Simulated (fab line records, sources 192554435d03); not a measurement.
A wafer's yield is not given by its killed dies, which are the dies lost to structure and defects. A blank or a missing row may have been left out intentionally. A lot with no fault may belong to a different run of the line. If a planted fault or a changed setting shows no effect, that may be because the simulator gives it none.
fab line records	flow n5Finfet	part 1 of 2: steps 1 to 4 of 6
record: lots: 24	wafers: 72	lastDay: 18
route steps=1938 shown BEOL_M13@1700 BEOL_M14@1716
lots that met no fault: from a run of the same line without faults
startH: hours from the record's first day to the start of the lot's first wafer shown	waitH: time in hours since the lot's previous step	" as in the row above	L1.1+2: several wafers, shown together as one row	- no value present, or no start provided	* or withheld: withheld	< > ~ a bound
route shown NAME@n: names a module that has steps shown in the file, with the first one's number in the route	usual: the fault-free wafers' mean and standard deviation	same: alike in all rows	chamber/n: place in a boat	sites: per-site readings	_std_site: how widely they spread, as a standard deviation	_edge_site: inner sites' mean taken away from outer sites' mean	radiusMm: how far each site lies from the wafer's centre	mask NAME#n: copy n	behind: tool/chamber where the wafer was last shaped	hold: what put the lot on hold/how long, in hours/how the hold closed	device: the transistor (n, p or np) that didn't switch	end of line: tests of these same wafers at the route's end	where a step has no rows: the recipe by itself	killed: dies lost to structure and defects at the first sort, not the wafer's yield	map: a wafer's dies, marking killed ones x, the rest . and places with no die _
set.NAME: the setting that was run; set.NAME@STEP: the one run at that earlier step	model.NAME: the simulator's own value behind a step, which no gauge read
route steps across a sampled set of lots; one table per step, one row per wafer
services: the hour from which a tool's chamber was out of use, counted from the record's first day as startH (under 0 if before that day), plus the number of hours and why
== steps ==
step: N5_BEOL_M13_ETCH_38
recipe: chemistry: CF4/N2	target: SiCN	targetDepthA: 675	taperDeg: 2	timeS: 71.9	ionEnergyEv: 150	maskMaterial: SiO2	pressureMtorr: 40	sourceW: 430	biasW: 70	Ar_flow_sccm: 100	cf4FlowSccm: 60	n2FlowSccm: 60
usual: drypumpMotorCurrentA: 5.6/0.45	oesProductAu: 0.81/0.075	rfVppV: 382.5/2.1	showerheadPlenumPTorr: 2.21/0.085	throttleValvePct: 15.35/0.27
same: timeS: 71.9
lot.wafer	tool	chamber	startH	waitH	drypumpMotorCurrentA	oesProductAu	rfHoursCounterH	rfVppV	showerheadPlenumPTorr	throttleValvePct
L074.2	rieDiel-05	2	243.08	-	5.8	0.73	156	383.5	2.20	15.60
L074.3	"	0	"	"	6.0	0.89	44	380.6	2.16	15.02
L074.5	"	1	"	"	5.5	0.73	-	381.5	2.09	15.22
L075.2	rieDiel-05	2	254.71	-	5.8	0.73	161	382.8	2.20	15.61
L075.4	"	2	"	"	5.8	0.72	-	380.4	2.20	15.61
L075.6	"	3	"	"	5.5	0.81	-	384.3	2.21	15.47
L078.1	rieDiel-04	3	260.86	-	5.4	0.82	59	384.8	2.34	15.02
L078.2	"	0	"	"	6.3	0.84	71	379.6	2.14	15.56
L078.5	"	0	"	"	6.3	0.84	-	379.5	2.14	15.56
L077.1	rieDiel-04	2	261.73	-	4.9	0.73	200	379.8	2.10	15.49
L077.2	"	0	"	"	6.3	0.85	72	380.8	2.14	15.56
L077.3	"	1	"	"	5.0	0.94	5	381.0	2.16	15.11
L076.3	rieDiel-04	1	271.50	-	5.0	0.93	7	380.7	2.16	15.10
L076.4	"	0	"	"	6.2	0.83	73	380.5	2.14	15.56
L076.6	"	3	"	"	5.4	0.82	-	384.9	2.34	15.02
L080.4	rieDiel-04	3	289.06	-	5.4	0.81	67	384.3	2.34	15.04
L080.5	"	3	"	"	5.4	0.82	-	384.7	2.34	15.04
L080.6	"	0	"	"	6.3	0.82	-	381.9	2.14	15.58
L079.1	rieDiel-05	1	289.14	-	5.5	0.72	193	379.7	2.09	15.26
L079.3	"	0	"	"	6.1	0.87	59	381.0	2.16	15.04
L079.5	"	2	"	"	5.8	0.72	-	382.7	2.20	15.62
L081.2	rieDiel-04	1	289.31	-	5.1	0.92	12	382.9	2.16	15.13
L081.3	"	0	"	"	6.3	0.84	78	379.0	2.14	15.56
L081.4	"	2	"	"	5.0	0.73	208	379.1	2.10	15.50
L082.3	rieDiel-04	0	292.93	-	6.3	0.83	79	379.5	2.14	15.58
L082.4	"	1	"	"	5.0	0.90	14	381.9	2.16	15.13
L082.6	"	2	"	"	5.0	0.73	-	381.6	2.10	15.49
L084.2	rieDiel-05	1	306.54	-	5.5	0.71	201	379.2	2.08	15.27
L084.3	"	0	"	"	6.1	0.87	66	381.9	2.16	15.06
L084.6	"	0	"	"	6.1	0.86	-	380.4	2.15	15.03
L083.1	rieDiel-05	2	308.13	-	5.8	0.71	177	383.3	2.19	15.64
L083.4	"	1	"	"	5.5	0.71	202	378.8	2.08	15.27
L083.5	"	0	"	"	6.1	0.86	-	380.2	2.16	15.03
L085.3	rieDiel-03	2	320.16	-	6.0	0.96	4	386.8	2.35	15.06
L085.5	"	1	"	"	4.9	0.87	-	382.4	2.25	15.35
L085.6	"	0	"	"	5.8	0.68	-	384.4	2.27	15.93
L088.1	rieDiel-03	3	332.90	-	5.9	0.83	74	382.3	2.23	15.36
L088.5	"	1	"	"	4.9	0.87	-	384.4	2.25	15.36
L088.6	"	2	"	"	6.0	0.95	-	386.1	2.35	15.08
L086.2	rieDiel-04	0	336.81	-	6.3	0.80	94	381.3	2.13	15.62
L086.3	"	3	"	"	5.4	0.79	83	385.5	2.34	15.09
L086.6	"	1	"	"	5.0	0.88	-	380.3	2.15	15.14
L089.1	rieDiel-03	2	337.64	-	5.9	0.94	9	386.1	2.35	15.08
L089.2	"	0	"	"	5.8	0.68	225	383.6	2.27	15.96
L089.6	"	1	"	"	4.9	0.86	-	383.9	2.25	15.36
L087.1	rieDiel-03	1	337.92	-	4.9	0.87	55	382.9	2.25	15.37
L087.2	"	0	"	"	5.8	0.68	225	384.0	2.27	15.94
L087.5	"	1	"	"	4.9	0.88	-	383.2	2.25	15.36
L090.1	rieDiel-04	3	339.84	-	5.4	0.78	84	385.9	2.34	15.08
L090.4	"	0	"	"	6.3	0.81	95	379.6	2.13	15.59
L090.5	"	3	"	"	5.4	0.79	-	385.4	2.34	15.06
L092.2	rieDiel-05	2	341.04	-	5.7	0.71	187	382.6	2.19	15.65
L092.3	"	0	"	"	6.1	0.85	77	380.0	2.15	15.06
L092.6	"	2	"	"	5.7	0.71	-	380.7	2.19	15.64
L091.1	rieDiel-05	1	354.21	-	5.5	0.72	215	379.3	2.08	15.29
L091.4	"	0	"	"	6.1	0.84	81	382.5	2.15	15.07
L091.5	"	3	"	"	5.4	0.78	-	381.8	2.20	15.54
L093.2	rieDiel-03	2	361.19	-	6.0	0.89	18	386.6	2.35	15.09
L093.5	"	3	"	"	5.9	0.82	-	382.5	2.23	15.38
L093.6	"	2	"	"	6.0	0.90	-	385.9	2.35	15.09
L095.3	rieDiel-03	3	375.55	-	5.9	0.81	88	384.2	2.23	15.39
L095.5	"	3	"	"	5.9	0.82	-	383.7	2.23	15.38
L095.6	"	2	"	"	6.0	0.89	-	386.7	2.35	15.10
L094.2	rieDiel-03	1	375.82	-	4.9	0.84	68	382.4	2.24	15.39
L094.3	"	2	"	"	6.0	0.90	23	385.5	2.35	15.12
L094.4	"	3	"	"	5.9	0.81	88	382.3	2.23	15.39
L097.2	rieDiel-04	3	379.38	-	5.4	0.76	97	385.0	2.33	15.09
L097.4	"	3	"	"	5.4	0.77	-	384.6	2.33	15.10
L097.5	"	0	"	"	6.3	0.79	-	380.3	2.13	15.63
L096.3	rieDiel-03	3	387.46	-	5.9	0.82	91	383.9	2.23	15.39
L096.4	"	0	"	"	5.8	0.68	242	385.3	2.27	16.00
L096.5	"	3	"	"	5.9	0.83	-	382.6	2.23	15.40
step: N5_BEOL_M14_ILD_DEP_00
recipe: material: SiO2	targetThkA: 11193	tempC: 400	precursor: TEOS/O2	pressureTorr: 6.5	rfW: 900	teosFlowSccm: 161.4	gas: O2	flowSccm: 2650	timeS: 237.4
usual: heaterPowerOuterW: 313/94	heaterPowerW: 549/120	showerheadPlenumPTorr: 8.332/0.016	throttleValvePct: 18.3/0.74
same: timeS: 237.4
lot.wafer	tool	chamber	startH	waitH	heaterPowerOuterW	heaterPowerW	showerheadPlenumPTorr	throttleValvePct
L074.2	pecvd-04	1	245.23	0.0	149	324	8.348	18.5
L074.3	"	2	"	"	277	525	8.320	17.2
L074.5	"	1	"	"	197	389	8.326	18.3
L075.2	pecvd-03	2	256.52	0.0	413	701	8.352	17.4
L075.4	"	2	"	"	309	545	8.350	17.4
L075.6	"	1	"	"	417	679	8.353	18.4
L077.1	pecvd-03	2	263.72	0.0	329	599	8.343	17.3
L077.2	"	1	"	"	398	666	8.354	18.1
L077.3	"	0	"	"	369	585	8.315	19.4
L078.1	pecvd-04	1	263.84	0.0	184	373	8.328	18.4
L078.2	"	2	"	"	369	647	8.314	17.2
L078.5	"	1	"	"	211	417	8.325	18.5
L076.3	pecvd-03	1	274.06	0.0	456	736	8.350	18.4
L076.4	"	2	"	"	302	564	8.337	17.3
L076.6	"	1	"	"	517	803	8.347	18.3
L080.4	pecvd-04	2	290.89	0.1	253	484	8.312	17.8
L080.5	"	1	"	"	137	315	8.357	18.5
L080.6	"	2	"	"	309	578	8.349	17.4
L079.1	pecvd-03	2	291.16	0.0	333	596	8.323	17.6
L079.3	"	1	"	"	547	839	8.349	18.4
L079.5	"	2	"	"	392	666	8.325	17.5
L081.2	pecvd-04	1	291.42	0.0	208	407	8.342	18.6
L081.3	"	2	"	"	259	475	8.353	17.4
L081.4	"	1	"	"	230	428	8.340	18.2
L082.3	pecvd-03	2	296.27	0.0	347	599	8.331	17.7
L082.4	"	0	"	"	353	574	8.297	19.3
L082.6	"	2	"	"	392	683	8.324	17.6
L084.2	pecvd-04	2	308.36	0.0	340	621	8.331	17.7
L084.3	"	0	"	"	224	444	8.321	18.7
L084.6	"	0	"	"	284	512	8.355	18.7
L083.1	pecvd-03	1	311.45	0.0	473	763	8.373	18.2
L083.4	"	0	"	"	415	630	8.324	19.5
L083.5	"	2	"	"	390	651	8.345	17.4
L085.3	pecvd-02	2	321.93	0.0	283	546	8.336	17.5
L085.5	"	0	"	"	210	422	8.325	18.5
L085.6	"	1	"	"	306	497	8.344	19.5
L088.1	pecvd-04	0	334.93	0.0	240	471	8.319	18.7
L088.5	"	1	"	"	140	312	8.330	18.7
L088.6	"	0	"	"	293	540	8.334	18.6
L086.2	pecvd-03	0	338.96	0.0	373	560	8.303	19.5
L086.3	"	2	"	"	385	665	8.337	17.7
L086.6	"	2	"	"	422	701	8.352	17.3
L089.1	pecvd-03	0	339.23	0.0	357	567	8.304	19.7
L089.2	"	1	"	"	539	820	8.336	18.2
L089.6	"	0	"	"	393	607	8.298	19.6
L087.1	pecvd-04	1	339.79	0.0	206	408	8.324	18.3
L087.2	"	2	"	"	360	644	8.324	17.7
L087.5	"	0	"	"	294	541	8.308	19.0
L090.1	pecvd-03	2	342.02	0.0	425	715	8.353	17.5
L090.4	"	2	"	"	307	563	8.307	17.5
L090.5	"	1	"	"	494	825	8.356	18.1
L092.2	pecvd-04	0	343.12	0.0	330	586	8.308	18.8
L092.3	"	2	"	"	365	620	8.314	17.3
L092.6	"	2	"	"	254	491	8.352	17.7
L091.1	pecvd-04	1	358.11	0.0	170	371	8.328	18.5
L091.4	"	0	"	"	313	583	8.335	18.7
L091.5	"	1	"	"	211	410	8.326	18.3
L093.2	pecvd-02	0	363.35	0.0	250	471	8.326	18.2
L093.5	"	2	"	"	281	542	8.343	17.5
L093.6	"	1	"	"	312	476	8.352	19.9
L095.3	pecvd-02	0	377.51	0.0	234	439	8.365	18.5
L095.5	"	0	"	"	278	489	8.351	18.3
L095.6	"	1	"	"	323	498	8.342	19.6
L094.2	pecvd-04	0	377.69	0.0	268	487	8.350	18.9
L094.3	"	1	"	"	224	439	8.337	18.6
L094.4	"	2	"	"	364	618	8.336	17.4
L097.2	pecvd-04	2	381.65	0.0	350	634	8.342	17.6
L097.4	"	1	"	"	137	311	8.342	18.6
L097.5	"	2	"	"	255	496	8.349	17.4
L096.3	pecvd-04	1	389.38	0.0	227	419	8.355	18.5
L096.4	"	0	"	"	230	436	8.322	18.9
L096.5	"	2	"	"	258	486	8.352	17.6
step: N5_BEOL_M14_THK_MEAS_01
recipe: reads: SiO2_of_BEOL_M14_ILD_DEP_00
usual: M14_ILD_THK: 1123/15
lot.wafer	tool	chamber	startH	waitH	M14_ILD_THK[nm]
L074.2	filmMetro-02	-	245.42	0.1	1094
L074.3	"	-	"	"	1097
L074.5	"	-	"	"	1126
L075.2	filmMetro-02	-	256.72	0.1	1125
L075.4	"	-	"	"	1138
L075.6	"	-	"	"	1129
L077.1	filmMetro-02	-	263.91	0.1	1147
L077.2	"	-	"	"	1124
L077.3	"	-	"	"	1114
L078.1	filmMetro-01	-	264.03	0.1	1119
L078.2	"	-	"	"	1111
L078.5	"	-	"	"	1138
L076.3	filmMetro-02	-	274.25	0.1	1119
L076.4	"	-	"	"	1141
L076.6	"	-	"	"	1142
L080.4	filmMetro-01	-	291.08	0.1	1128
L080.5	"	-	"	"	1124
L080.6	"	-	"	"	1127
L079.1	filmMetro-02	-	291.35	0.1	1144
L079.3	"	-	"	"	1131
L079.5	"	-	"	"	1169
L081.2	filmMetro-02	-	291.69	0.2	1114
L081.3	"	-	"	"	1133
L081.4	"	-	"	"	1141
L082.3	filmMetro-01	-	296.46	0.1	1140
L082.4	"	-	"	"	1123
L082.6	"	-	"	"	1152
L084.2	filmMetro-02	-	308.55	0.1	1105
L084.3	"	-	"	"	1113
L084.6	"	-	"	"	1135
L083.1	filmMetro-01	-	311.64	0.1	1111
L083.4	"	-	"	"	1125
L083.5	"	-	"	"	1148
L085.3	filmMetro-02	-	322.12	0.1	1113
L085.5	"	-	"	"	1155
L085.6	"	-	"	"	1107
L088.1	filmMetro-01	-	335.12	0.1	1104
L088.5	"	-	"	"	1117
L088.6	"	-	"	"	1128
L086.2	filmMetro-02	-	339.15	0.1	1116
L086.3	"	-	"	"	1129
L086.6	"	-	"	"	1124
L089.1	filmMetro-01	-	339.42	0.1	1094
L089.2	"	-	"	"	1111
L089.6	"	-	"	"	1116
L087.1	filmMetro-01	-	339.98	0.1	1112
L087.2	"	-	"	"	1110
L087.5	"	-	"	"	1136
L090.1	filmMetro-01	-	342.21	0.1	1125
L090.4	"	-	"	"	1140
L090.5	"	-	"	"	1142
L092.2	filmMetro-02	-	343.31	0.1	1124
L092.3	"	-	"	"	1125
L092.6	"	-	"	"	1121
L091.1	filmMetro-01	-	358.29	0.1	1111
L091.4	"	-	"	"	1130
L091.5	"	-	"	"	1118
L093.2	filmMetro-01	-	363.54	0.1	1119
L093.5	"	-	"	"	1121
L093.6	"	-	"	"	1126
L095.3	filmMetro-02	-	377.70	0.1	1150
L095.5	"	-	"	"	1147
L095.6	"	-	"	"	1118
L094.2	filmMetro-02	-	377.88	0.1	1097
L094.3	"	-	"	"	1106
L094.4	"	-	"	"	1121
L097.2	filmMetro-01	-	381.84	0.1	1110
L097.4	"	-	"	"	1136
L097.5	"	-	"	"	1124
L096.3	filmMetro-02	-	389.57	0.1	1090
L096.4	"	-	"	"	1127
L096.5	"	-	"	"	1118
step: N5_BEOL_M14_OVL_MEAS_11
recipe: pointsPerWafer: 44
usual: V13_OVL: -6/5.9
same: pointsPerWafer: 44
lot.wafer	tool	chamber	startH	waitH	V13_OVL[nm]
L074.2	overlay-02	0	245.89	0.0	-3
L074.3	"	0	"	"	-5
L074.5	"	0	"	"	-4
L075.2	overlay-01	0	257.05	0.0	-6
L075.4	"	0	"	"	-10
L075.6	"	0	"	"	-14
L077.1	overlay-02	0	264.37	0.0	-5
L077.2	"	0	"	"	-1
L077.3	"	0	"	"	2
L078.1	overlay-02	0	264.53	0.0	0
L078.2	"	0	"	"	-4
L078.5	"	0	"	"	3
L076.3	overlay-01	0	274.72	0.0	-3
L076.4	"	0	"	"	0
L076.6	"	0	"	"	-3
L080.4	overlay-02	0	291.54	0.0	-7
L080.5	"	0	"	"	-14
L080.6	"	0	"	"	-10
L079.1	overlay-01	0	291.82	0.0	-15
L079.3	"	0	"	"	-9
L079.5	"	0	"	"	-5
L081.2	overlay-01	0	292.02	0.0	-1
L081.3	"	0	"	"	5
L081.4	"	0	"	"	-1
L082.3	overlay-01	0	296.92	0.0	-10
L082.4	"	0	"	"	5
L082.6	"	0	"	"	1
L084.2	overlay-01	0	308.88	0.0	-10
L084.3	"	0	"	"	4
L084.6	"	0	"	"	-9
L083.1	overlay-01	0	312.10	0.0	-1
L083.4	"	0	"	"	-5
L083.5	"	0	"	"	-6
L085.3	overlay-01	0	322.58	0.0	2
L085.5	"	0	"	"	0
L085.6	"	0	"	"	-9
L088.1	overlay-02	0	335.58	0.0	3
L088.5	"	0	"	"	12
L088.6	"	0	"	"	3
L086.2	overlay-01	0	339.61	0.0	-13
L086.3	"	0	"	"	-5
L086.6	"	0	"	"	-13
L089.1	overlay-02	0	339.76	0.0	-2
L089.2	"	0	"	"	-10
L089.6	"	0	"	"	-9
L087.1	overlay-01	0	340.32	0.0	-3
L087.2	"	0	"	"	-6
L087.5	"	0	"	"	1
L090.1	overlay-02	0	342.54	0.0	-10
L090.4	"	0	"	"	-4
L090.5	"	0	"	"	-10
L092.2	overlay-02	0	343.65	0.0	-6
L092.3	"	0	"	"	-12
L092.6	"	0	"	"	-9
L091.1	overlay-02	0	358.63	0.0	-20
L091.4	"	0	"	"	-5
L091.5	"	0	"	"	-12
L093.2	overlay-01	0	363.88	0.0	-8
L093.5	"	0	"	"	-5
L093.6	"	0	"	"	-11
L095.3	overlay-02	0	378.16	0.0	-3
L095.5	"	0	"	"	-7
L095.6	"	0	"	"	-3
L094.2	overlay-02	0	378.22	0.0	-9
L094.3	"	0	"	"	-6
L094.4	"	0	"	"	-4
L097.2	overlay-01	0	382.18	0.0	-1
L097.4	"	0	"	"	1
L097.5	"	0	"	"	-4
L096.3	overlay-01	0	389.90	0.0	-3
L096.4	"	0	"	"	-14
L096.5	"	0	"	"	-4
